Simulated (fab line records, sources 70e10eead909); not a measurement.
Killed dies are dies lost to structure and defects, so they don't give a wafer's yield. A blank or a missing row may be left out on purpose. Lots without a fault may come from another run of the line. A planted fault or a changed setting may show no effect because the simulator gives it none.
fab line records | flow nand_harc
record lots=7 wafers=21 last_day=33
route steps=1302 shown A_CONTACT@996
lots that met no fault: from a run of the same line without faults
start_h: hours from the record's first day to the start of the lot's first wafer shown | wait_h: hours since the lot's step before | " the same as in the row above | L1.1+2: a row that stands for several wafers | - no value, or no start given | * or withheld: withheld | < > ~ a bound
route shown NAME@n: a module of which the file shows steps, and the number in the route of the first | usual: mean/standard deviation of fault-free wafers | same: alike in all rows | chamber/n: place in a boat | sites: the reading at each site | _std_site: their standard deviation | _edge_site: outer sites' mean less inner sites' | radius_mm: how far each site lies from the wafer's centre | mask NAME#n: copy n | behind: the tool/chamber that last shaped the wafer | hold: why the lot was held/for how many hours/how that ended | device: the transistor (n, p or np) that didn't switch | end of line: the same wafers' tests at the end of the route | a step without rows: its recipe alone | killed: dies lost to structure and defects at the first sort, not the wafer's yield | map: a wafer's dies, x killed, . not, _ none there
set.NAME: the setting as run; set.NAME@STEP: as run at that earlier step | model.NAME: the simulator's own value behind a step, which no gauge read
lots at some steps of the route; a table a step, a row a wafer
services: from which hour (start_h, from the record's first day; less than 0 if before it) a tool's chamber was out of use, for how many hours, and why
## steps
# step NHARC_A_CONTACT_DEVELOP_41
# recipe develop_time_s=35 dev_temp_c=23
# step NHARC_A_CONTACT_CD_MEAS_42
# recipe target_cd_nm=300 landing_energy_ev=500
# usual cd_nm=300.2/0.57
# columns lot.wafer tool chamber start_h wait_h cd_nm
L255.1 cd_sem-03 0 529.16 - 299.7
L255.2 " 0 " " 299.5
L255.5 " 0 " " 299.3
L261.1 cd_sem-03 0 606.15 - 300.4
L261.2 " 0 " " 299.4
L261.3 " 0 " " 299.5
L263.2 cd_sem-03 0 615.78 - 299.8
L263.4 " 0 " " 300.4
L263.5 " 0 " " 300.5
L262.2 cd_sem-01 0 617.62 - 300.7
L262.3 " 0 " " 300.3
L262.5 " 0 " " 300.7
L268.1 cd_sem-02 0 657.76 - 300.2
L268.3 " 0 " " 300.5
L268.6 " 0 " " 301.0
L274.1 cd_sem-03 0 700.31 - 300.7
L274.2 " 0 " " 301.0
L274.5 " 0 " " 301.1
L273.2 cd_sem-03 0 719.04 - 299.9
L273.3 " 0 " " 299.9
L273.4 " 0 " " 299.8
# step NHARC_A_CONTACT_OVL_MEAS_43
# usual overlay_x_nm=0.0/0.87 overlay_y_nm=0.0/0.86
# columns lot.wafer tool chamber start_h wait_h overlay_x_nm overlay_y_nm
L255.1 overlay-01 - 529.25 - -1.7 -1.7
L255.2 " - " " -2.0 -1.7
L255.5 " - " " -1.4 -1.1
L261.1 overlay-02 - 606.24 - 1.1 -0.7
L261.2 " - " " 0.8 -0.6
L261.3 " - " " 0.8 -0.3
L263.2 overlay-02 - 615.87 - 0.2 -0.5
L263.4 " - " " 0.6 -0.1
L263.5 " - " " 0.1 0.1
L262.2 overlay-02 - 617.71 - 0.6 -0.9
L262.3 " - " " 0.0 -0.6
L262.5 " - " " -0.8 -0.7
L268.1 overlay-02 - 657.85 - -0.8 -0.8
L268.3 " - " " -0.2 0.0
L268.6 " - " " -0.5 -0.2
L274.1 overlay-02 - 700.40 - 0.2 1.0
L274.2 " - " " 0.3 0.5
L274.5 " - " " 0.1 0.4
L273.2 overlay-02 - 719.12 - 0.4 0.8
L273.3 " - " " 0.1 1.5
L273.4 " - " " -0.5 1.1
# step NHARC_A_CONTACT_INSPECT_44
# usual raw_defect_count=83/35
# columns lot.wafer tool chamber start_h wait_h raw_defect_count
L255.1 defect_inspect-02 - 529.28 0.0 116
L255.2 " - " " 104
L255.5 " - " " 113
L261.1 defect_inspect-02 - 606.28 0.0 73
L261.2 " - " " 76
L261.3 " - " " 79
L263.2 defect_inspect-02 - 615.90 0.0 90
L263.4 " - " " 73
L263.5 " - " " 86
L262.2 defect_inspect-01 - 617.74 0.0 107
L262.3 " - " " 114
L262.5 " - " " 109
L268.1 defect_inspect-01 - 657.89 0.0 101
L268.3 " - " " 101
L268.6 " - " " 100
L274.1 defect_inspect-01 - 700.44 0.0 82
L274.2 " - " " 84
L274.5 " - " " 83
L273.2 defect_inspect-01 - 719.16 0.0 105
L273.3 " - " " 94
L273.4 " - " " 96
# step NHARC_A_CONTACT_DESCUM_47
# recipe time_s=3 o2_flow_sccm=200 ar_flow_sccm=0 bias_power_w=0 chemistry=O2
# step NHARC_A_CONTACT_ETCH_48
# recipe target_depth_a=390 over_etch_frac=0.3 time_s=65 ion_energy_ev=80 cf4_flow_sccm=150 ar_flow_sccm=0 rf_w=300 bias_w=100 chemistry=CF4
# step NHARC_A_CONTACT_ETCH_49
# recipe target_depth_a=2600 over_etch_frac=0.3 time_s=475.3 ion_energy_ev=200 n2_flow_sccm=150 h2_flow_sccm=150 ar_flow_sccm=0 rf_w=400 bias_w=150 chemistry=N2/H2
# usual bias_w=150.0/0.42 chamber_pressure_mTorr=30.002/0.026 drypump_motor_current_A=5.6/0.58 h2_flow_sccm=150.0/0.45 oes_product_au=1.003/0.01 rf_vpp_V=431.1/2.2 showerhead_plenum_p_Torr=2.06/0.074 throttle_valve_pct=14.171/0.009
# columns lot.wafer tool chamber start_h wait_h bias_w chamber_pressure_mTorr drypump_motor_current_A h2_flow_sccm oes_product_au rf_hours_counter_h rf_vpp_V showerhead_plenum_p_Torr throttle_valve_pct
L255.2 rie_diel-05 0 - - 150.1 30.003 4.7 150.1 0.990 39 430.4 2.08 14.166
L255.1 " 2 " " 149.8 30.005 6.2 149.8 0.986 40 434.8 2.18 14.180
L255.5 " 3 " " 149.5 30.008 5.4 150.5 0.997 - 431.6 2.06 14.182
L261.2 rie_diel-06 1 - - 150.4 29.975 5.0 149.3 0.994 16 430.6 1.99 14.164
L261.1 " 2 " " 150.6 30.010 6.3 150.2 1.009 17 432.2 2.09 14.177
L261.3 " 0 " " 150.0 29.968 6.4 150.2 1.003 16 433.6 2.13 14.185
L263.4 rie_diel-05 1 - - 149.3 30.008 5.5 149.6 0.998 5 426.4 1.92 14.169
L263.2 " 3 " " 150.0 30.002 5.3 150.1 1.025 5 430.4 2.05 14.181
L263.5 " 1 " " 149.8 30.017 5.5 149.7 1.003 - 426.4 1.92 14.189
L262.2 rie_diel-06 3 - - 150.0 30.028 5.3 150.2 1.024 17 429.3 2.04 14.159
L262.3 " 0 " " 149.5 29.971 6.4 150.4 1.021 17 432.7 2.13 14.172
L262.5 " 2 " " 149.7 30.006 6.3 150.6 1.007 - 432.1 2.09 14.187
L268.3 rie_diel-06 2 - - 149.4 29.989 6.2 149.8 1.019 27 432.2 2.09 14.171
L268.1 " 3 " " 150.6 29.996 5.3 149.8 1.014 27 431.4 2.04 14.178
L268.6 " 1 " " 149.5 30.007 5.1 149.9 0.987 - 428.5 1.98 14.171
L274.2 rie_diel-06 1 - - 149.5 30.056 5.1 150.6 0.991 4 428.6 1.98 14.160
L274.1 " 0 " " 149.8 30.005 6.4 149.5 1.003 3 432.6 2.13 14.179
L274.5 " 1 " " 150.2 30.038 5.1 150.3 0.995 - 428.3 1.98 14.171
L273.2 rie_diel-05 2 - - 150.2 30.008 6.2 149.9 1.002 39 434.2 2.16 14.183
L273.3 " 3 " " 150.2 29.995 5.3 149.8 1.034 41 431.4 2.03 14.162
L273.4 " 0 " " 149.9 30.008 4.7 149.9 0.999 41 430.3 2.06 14.174
# step NHARC_A_CONTACT_ETCH_50
# recipe target_depth_a=1210 time_s=60.5 cf4_flow_sccm=100 chf3_flow_sccm=30 ar_flow_sccm=0 rf_w=500 bias_w=200 chemistry=CF4/CHF3
# usual bias_w=199.9/0.56 cf4_flow_sccm=100.01/0.3 drypump_motor_current_A=5.6/0.58 oes_product_au=0.949/0.024 rf_vpp_V=371.2/1.9 showerhead_plenum_p_Torr=1.59/0.052 throttle_valve_pct=16.802/0.0089
# columns lot.wafer tool chamber start_h wait_h bias_w cf4_flow_sccm drypump_motor_current_A oes_product_au rf_hours_counter_h rf_vpp_V showerhead_plenum_p_Torr throttle_valve_pct
L255.2 rie_diel-05 1 - - 199.9 100.04 5.5 0.933 36 367.6 1.49 16.802
L255.1 " 2 " " 199.6 100.44 6.2 0.916 40 375.5 1.67 16.798
L255.5 " 0 " " 201.4 100.09 4.7 0.919 - 371.0 1.60 16.803
L261.3 rie_diel-06 1 - - 199.1 100.29 5.0 0.960 16 370.8 1.54 16.810
L261.2 " 2 " " 199.7 99.69 6.3 0.981 17 371.8 1.61 16.805
L261.1 " 0 " " 200.0 100.09 6.4 0.971 16 372.7 1.64 16.807
L263.4 rie_diel-05 0 - - 199.8 99.85 4.7 0.962 4 369.9 1.59 16.780
L263.2 " 1 " " 199.5 99.75 5.5 0.963 5 367.8 1.49 16.807
L263.5 " 3 " " 200.3 99.89 5.3 0.974 - 369.6 1.58 16.802
L262.2 rie_diel-06 2 - - 200.6 100.11 6.3 0.939 19 371.7 1.61 16.815
L262.3 " 3 " " 199.6 100.17 5.3 0.946 18 370.7 1.57 16.805
L262.5 " 0 " " 200.0 99.88 6.4 0.938 - 371.4 1.64 16.804
L268.3 rie_diel-06 3 - - 199.4 99.72 5.3 0.968 27 371.0 1.57 16.809
L268.1 " 0 " " 199.9 99.84 6.4 0.963 27 371.9 1.64 16.797
L268.6 " 3 " " 200.2 99.65 5.3 0.975 - 370.5 1.57 16.804
L274.2 rie_diel-06 0 - - 200.5 99.68 6.4 0.960 3 373.9 1.64 16.787
L274.1 " 2 " " 200.9 100.44 6.3 0.962 4 371.6 1.61 16.794
L274.5 " 0 " " 200.8 99.99 6.4 0.969 - 370.9 1.64 16.810
L273.3 rie_diel-05 1 - - 199.4 100.41 5.5 0.930 40 367.3 1.48 16.802
L273.4 " 2 " " 200.2 100.02 6.2 0.932 39 374.4 1.66 16.799
L273.2 " 3 " " 199.5 100.08 5.3 0.928 41 369.9 1.57 16.805
# step NHARC_A_CONTACT_ETCH_51
# recipe target_depth_a=70000 over_etch_frac=0.3 time_s=1820 ion_energy_ev=150 o2_flow_sccm=400 cos_flow_sccm=20 ar_flow_sccm=0 rf_w=500 bias_w=300 chemistry=O2/COS
# usual bias_w=299.9/0.94 chamber_pressure_mTorr=19.999/0.021 drypump_motor_current_A=5.6/0.58 oes_product_au=1.001/0.011 rf_vpp_V=314.5/1.6 showerhead_plenum_p_Torr=3.15/0.11 throttle_valve_pct=28.330/0.009
# columns lot.wafer tool chamber start_h wait_h bias_w chamber_pressure_mTorr drypump_motor_current_A oes_product_au rf_hours_counter_h rf_vpp_V showerhead_plenum_p_Torr throttle_valve_pct
L255.1 rie_diel-05 0 - - 299.3 19.953 4.7 1.007 40 316.3 3.17 28.326
L255.2 " 1 " " 301.4 20.010 5.5 1.003 37 311.0 2.96 28.347
L255.5 " 1 " " 302.1 20.011 5.5 1.006 - 313.2 2.96 28.324
L261.1 rie_diel-06 1 - - 299.5 20.006 5.1 0.999 17 313.4 3.05 28.325
L261.2 " 2 " " 300.8 19.992 6.3 1.003 17 316.4 3.19 28.323
L261.3 " 0 " " 299.1 20.020 6.4 1.005 16 315.5 3.25 28.332
L263.2 rie_diel-05 2 - - 298.4 20.001 6.2 1.004 6 316.8 3.31 28.329
L263.4 " 0 " " 299.9 20.011 4.7 1.002 4 313.8 3.16 28.320
L263.5 " 1 " " 299.6 19.983 5.5 0.994 - 311.6 2.95 28.334
L262.3 rie_diel-06 2 - - 299.5 20.008 6.3 1.013 19 315.2 3.19 28.339
L262.2 " 3 " " 299.6 20.002 5.3 1.009 18 313.5 3.12 28.323
L262.5 " 2 " " 297.9 20.015 6.3 1.005 - 314.5 3.19 28.342
L268.1 rie_diel-06 2 - - 298.7 20.011 6.3 1.027 27 315.0 3.19 28.314
L268.3 " 1 " " 302.3 20.000 5.0 1.003 29 312.5 3.04 28.335
L268.6 " 3 " " 298.4 19.939 5.3 1.006 - 314.5 3.12 28.327
L274.2 rie_diel-06 2 - - 300.9 20.042 6.3 1.008 5 315.1 3.19 28.340
L274.1 " 0 " " 298.6 19.997 6.4 0.991 3 317.5 3.24 28.340
L274.5 " 3 " " 299.6 20.030 5.3 0.987 - 314.3 3.12 28.329
L273.2 rie_diel-05 2 - - 299.9 20.005 6.2 1.005 39 316.8 3.29 28.327
L273.4 " 0 " " 299.7 19.962 4.7 0.994 41 315.9 3.14 28.324
L273.3 " 1 " " 299.5 20.010 5.5 1.016 40 310.9 2.93 28.341
# step NHARC_A_CONTACT_ETCH_111
# recipe source_w=withheld pressure_mtorr=20 bias_v=withheld time_s=140 target_depth_a=7000 ar_flow_sccm=withheld c4f8_flow_sccm=withheld o2_flow_sccm=withheld chemistry=C4F8/O2/Ar
# step NHARC_A_CONTACT_ETCH_112
# recipe source_w=withheld pressure_mtorr=20 bias_v=3000 time_s=190 target_depth_a=18500 ar_flow_sccm=withheld c4f8_flow_sccm=withheld o2_flow_sccm=withheld chemistry=C4F8/O2/Ar
# usual chamber_pressure_mTorr=19.997/0.019 oes_air_line_au=0.996/0.019
# columns lot.wafer tool chamber start_h wait_h chamber_pressure_mTorr oes_air_line_au rf_hours_counter_h
L255.1 har_cap_etch-02 1 531.36 0.2 19.973 0.997 85
L255.2 " 0 " " 19.985 0.993 85
L255.5 " 1 " " 19.947 1.005 -
L261.1 har_cap_etch-01 0 608.43 0.2 19.993 0.999 15
L261.2 " 1 " " 20.014 1.014 15
L261.3 " 1 " " 19.989 1.009 -
L263.2 har_cap_etch-02 1 618.09 0.2 19.984 0.997 97
L263.4 " 1 " " 20.041 0.992 -
L263.5 " 0 " " 19.995 1.018 -
L262.2 har_cap_etch-03 0 619.96 0.2 19.944 0.989 61
L262.3 " 0 " " 19.992 0.977 -
L262.5 " 1 " " 20.008 1.025 -
L268.1 har_cap_etch-02 1 660.09 0.2 20.015 0.975 108
L268.3 " 1 " " 20.019 0.977 -
L268.6 " 1 " " 19.978 1.009 -
L274.1 har_cap_etch-02 0 702.51 0.2 20.031 0.991 113
L274.2 " 1 " " 20.007 1.014 113
L274.5 " 0 " " 19.991 1.011 -
L273.2 har_cap_etch-03 0 721.25 0.2 19.991 1.021 83
L273.3 " 0 " " 19.998 0.993 -
L273.4 " 1 " " 19.968 0.987 -
# step NHARC_A_CONTACT_ETCH_113
# recipe source_w=withheld pressure_mtorr=20 bias_v=3000 time_s=190 target_depth_a=18500 ar_flow_sccm=withheld c4f8_flow_sccm=withheld o2_flow_sccm=withheld chemistry=C4F8/O2/Ar
# step NHARC_A_CONTACT_ETCH_114
# recipe source_w=withheld pressure_mtorr=20 bias_v=3000 time_s=190 target_depth_a=18500 ar_flow_sccm=withheld c4f8_flow_sccm=withheld o2_flow_sccm=withheld chemistry=C4F8/O2/Ar
# usual chamber_pressure_mTorr=19.998/0.02 oes_air_line_au=0.997/0.019
# columns lot.wafer tool chamber start_h wait_h chamber_pressure_mTorr oes_air_line_au rf_hours_counter_h
L255.1 har_cap_etch-02 1 531.70 0.1 19.984 1.016 85
L255.2 " 0 " " 20.001 0.998 85
L255.5 " 1 " " 20.023 0.998 -
L261.1 har_cap_etch-01 0 608.77 0.1 - - -
L261.2 " 1 " " - - -
L261.3 " 1 " " - - -
L263.2 har_cap_etch-02 1 618.54 0.2 - - -
L263.4 " 1 " " - - -
L263.5 " 0 " " - - -
L262.2 har_cap_etch-03 0 620.41 0.2 - - -
L262.3 " 0 " " - - -
L262.5 " 1 " " - - -
L268.1 har_cap_etch-02 1 660.43 0.1 20.010 0.978 109
L268.3 " 1 " " 20.017 0.990 -
L268.6 " 1 " " 20.005 1.010 -
L274.1 har_cap_etch-02 0 702.86 0.1 19.975 0.942 114
L274.2 " 1 " " 19.988 0.974 114
L274.5 " 0 " " 20.005 0.973 -
L273.2 har_cap_etch-03 0 721.59 0.1 20.016 0.997 83
L273.3 " 0 " " 19.996 0.998 -
L273.4 " 1 " " 20.015 0.977 -
# step NHARC_A_CONTACT_ETCH_115
# recipe source_w=withheld pressure_mtorr=20 bias_v=3000 time_s=190 target_depth_a=18500 ar_flow_sccm=withheld c4f8_flow_sccm=withheld o2_flow_sccm=withheld chemistry=C4F8/O2/Ar
# usual chamber_pressure_mTorr=19.998/0.018 oes_air_line_au=1.001/0.021
# columns lot.wafer tool chamber start_h wait_h chamber_pressure_mTorr oes_air_line_au rf_hours_counter_h
L255.1 har_cap_etch-02 1 531.88 0.1 20.025 0.964 85
L255.2 " 0 " " 20.014 0.993 85
L255.5 " 1 " " 20.018 0.985 -
L261.1 har_cap_etch-01 0 608.95 0.1 20.031 0.985 16
L261.2 " 1 " " 20.019 0.989 16
L261.3 " 1 " " 20.005 1.015 -
L263.2 har_cap_etch-02 1 618.77 0.2 20.033 1.025 98
L263.4 " 1 " " 20.018 1.027 -
L263.5 " 0 " " 19.995 0.992 -
L262.2 har_cap_etch-03 0 620.63 0.2 20.027 0.963 62
L262.3 " 0 " " 20.010 0.948 -
L262.5 " 1 " " 19.996 1.006 -
L268.1 har_cap_etch-02 1 660.60 0.1 19.955 1.001 109
L268.3 " 1 " " 20.006 1.015 -
L268.6 " 1 " " 19.993 0.978 -
L274.1 har_cap_etch-02 0 703.03 0.1 20.012 1.030 114
L274.2 " 1 " " 20.011 0.969 114
L274.5 " 0 " " 20.021 0.991 -
L273.2 har_cap_etch-03 0 721.76 0.1 20.025 0.986 83
L273.3 " 0 " " 19.991 1.021 -
L273.4 " 1 " " 19.971 1.013 -
## services
# columns tool chamber start_h hours kind
rie_diel-06 0 517.85 - clean
rie_diel-06 1 517.85 - clean
rie_diel-06 2 517.85 - clean
rie_diel-06 3 517.85 - clean
rie_diel-05 1 535.89 5.3 repair
rie_diel-06 0 542.35 - clean
rie_diel-06 1 542.35 - clean
rie_diel-06 2 542.35 - clean
rie_diel-06 3 542.35 - clean
rie_diel-05 0 553.50 2.5 repair
rie_diel-06 0 566.85 - clean
rie_diel-06 1 566.85 - clean
rie_diel-06 2 566.85 - clean
rie_diel-06 3 566.85 - clean
rie_diel-05 - 583.75 9.0 pm
rie_diel-06 0 591.35 - clean
rie_diel-06 1 591.35 - clean
rie_diel-06 2 591.35 - clean
rie_diel-06 3 591.35 - clean
rie_diel-05 3 611.77 3.0 repair
rie_diel-06 0 615.85 - clean
rie_diel-06 1 615.85 - clean
rie_diel-06 2 630.23 8.0 repair
rie_diel-06 - 661.35 9.0 pm
## key
first_sign step=NHARC_A_CONTACT_ETCH_114 reading=tool_record direction=missing
effect none on later readings
met_at NHARC_A_CONTACT_ETCH_114
struck_wafers L261.1,L261.2,L261.3,L262.2,L262.3,L262.5,L263.2,L263.4,L263.5
later_rows_left_out L261.1,L261.2,L261.3,L262.2,L262.3,L262.5,L263.2,L263.4,L263.5
sort_left_out L261.1,L261.2,L261.3,L262.2,L262.3,L262.5,L263.2,L263.4,L263.5
tester_left_out L261,L262,L263
onset_between 531.70 608.77
fault kind=skipped_step_whole tool=har_cap_etch-01,har_cap_etch-02,har_cap_etch-03 chamber=- onset_h=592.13 steps=NHARC_A_CONTACT_ETCH_114 scope=struck_lots_only
# tester_left_out: of these lots the tester's yield and bins aren't shown, on N5 and GAA mostly nor the transistor test; their killed dies are dies lost to structure and defects alone, not to doping, threshold or leakage, so they don't give the yield
# sort_left_out: the simulated sort isn't trusted on such a fault, so these wafers' sort isn't shown, and their yield isn't known
# later_rows_left_out: the simulator's readings of these wafers behind a module that went badly wrong aren't trusted and aren't shown, but for the sort
